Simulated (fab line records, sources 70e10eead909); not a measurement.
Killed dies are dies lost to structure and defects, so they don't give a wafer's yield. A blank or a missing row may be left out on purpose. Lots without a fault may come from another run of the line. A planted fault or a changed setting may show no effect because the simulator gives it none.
Chamber matching | flow nand_harc | NHARC_A_STAIRCASE_DEP_151 on pecvd-03: 3 sister chambers
The step deposits SiO2, target thk 7200 nm. 3 wafers are shown with their chamber, then 9 later ones without.

WAFERS WITH THEIR CHAMBER
wafer  | chamber | heater_power_outer_w (W)
L092.4 | 1       | 367
L092.5 | 0       | 256
L092.6 | 2       | 371

WAFERS WITHOUT THEIR CHAMBER
wafer  | heater_power_outer_w (W)
L094.2 | 371
L094.4 | 374
L094.5 | 263
L093.2 | 331
L093.4 | 369
L093.6 | 382
L095.1 | 370
L095.2 | 437
L095.5 | 263

WHICH CHAMBER EACH WENT THROUGH
wafer  | from the rows above          | in truth
L094.2 | can't be placed: 2 or 1      | 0
L094.4 | can't be placed: 2 or 1      | 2
L094.5 | 0                            | 0
L093.2 | can't be placed: 1 or 2 or 0 | 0
L093.4 | can't be placed: 1 or 2      | 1
L093.6 | can't be placed: 2 or 1      | 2
L095.1 | can't be placed: 2 or 1      | 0
L095.2 | can't be placed: 2 or 1      | 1
L095.5 | 0                            | 0
Placed correctly: 2 of 9. Can't be placed from these rows: 7 (the true chamber is among the candidates in 5). Placed wrongly: 0.
How it was worked out, from the rows above alone: a wafer's distance from a chamber is the root of the sum, over the readings, of the square of ((its reading less the chamber's mean) divided by the reading's scatter). The wafer belongs to the nearest chamber; if the next one is less than 2 further off, it can't be placed. A chamber's mean is the mean of its shown wafers. The scatter: with one shown wafer a chamber, the root of the mean of the squares of how far each hidden wafer lies from its nearest shown one.
